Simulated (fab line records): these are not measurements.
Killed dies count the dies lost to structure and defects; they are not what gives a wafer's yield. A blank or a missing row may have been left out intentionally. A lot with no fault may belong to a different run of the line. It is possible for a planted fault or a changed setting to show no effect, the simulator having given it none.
Matching of chambers | flow nand-harc | NHARC_A_STAIRCASE_CMP_450 on cmp-03 has 4 sister chambers
The step polishes SiO2, target thk 200 nm. 8 wafers are shown with their chamber, then 7 later ones without.

## WAFERS, EACH WITH ITS CHAMBER
wafer  | chamber | motor-current-A (A)
L082.2 | 3       | 13.6
L082.3 | 1       | 11.3
L088.4 | 0       | 10.5
L090.1 | 0       | 10.2
L090.3 | 2       | 13.0
L090.6 | 3       | 13.5
L091.2 | 1       | 11.0
L091.4 | 2       | 13.2

## WAFERS WHOSE CHAMBER IS MISSING
wafer  | motor-current-A (A)
L091.6 | 12.9
L093.2 | 13.6
L093.3 | 11.7
L093.4 | 10.6
L096.3 | 13.7
L096.4 | 10.8
L096.5 | 12.8

## WHICH CHAMBER EACH WENT THROUGH
wafer  | from the rows above     | in truth
L091.6 | 2                       | 2
L093.2 | 3                       | 3
L093.3 | 1                       | 1
L093.4 | can't be placed: 0 or 1 | 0
L096.3 | 3                       | 3
L096.4 | can't be placed: 1 or 0 | 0
L096.5 | 2                       | 2
Correct placement for 5 of the 7. Unplaceable from these rows: 2, with the true chamber sitting among the candidates in 2. 0 placed wrongly.
How it was worked out, from the rows above alone: a wafer's distance from a chamber is the root of the sum, over the readings, of the square of ((its reading less the chamber's mean) divided by the reading's scatter). The wafer belongs to the nearest chamber; if the next one is less than 2 further off, it can't be placed. Each chamber's mean is taken over the wafers shown for it. The scatter: the root of (the sum of the squares of (reading less its chamber's mean) over the shown wafers, divided by (wafers less chambers)).
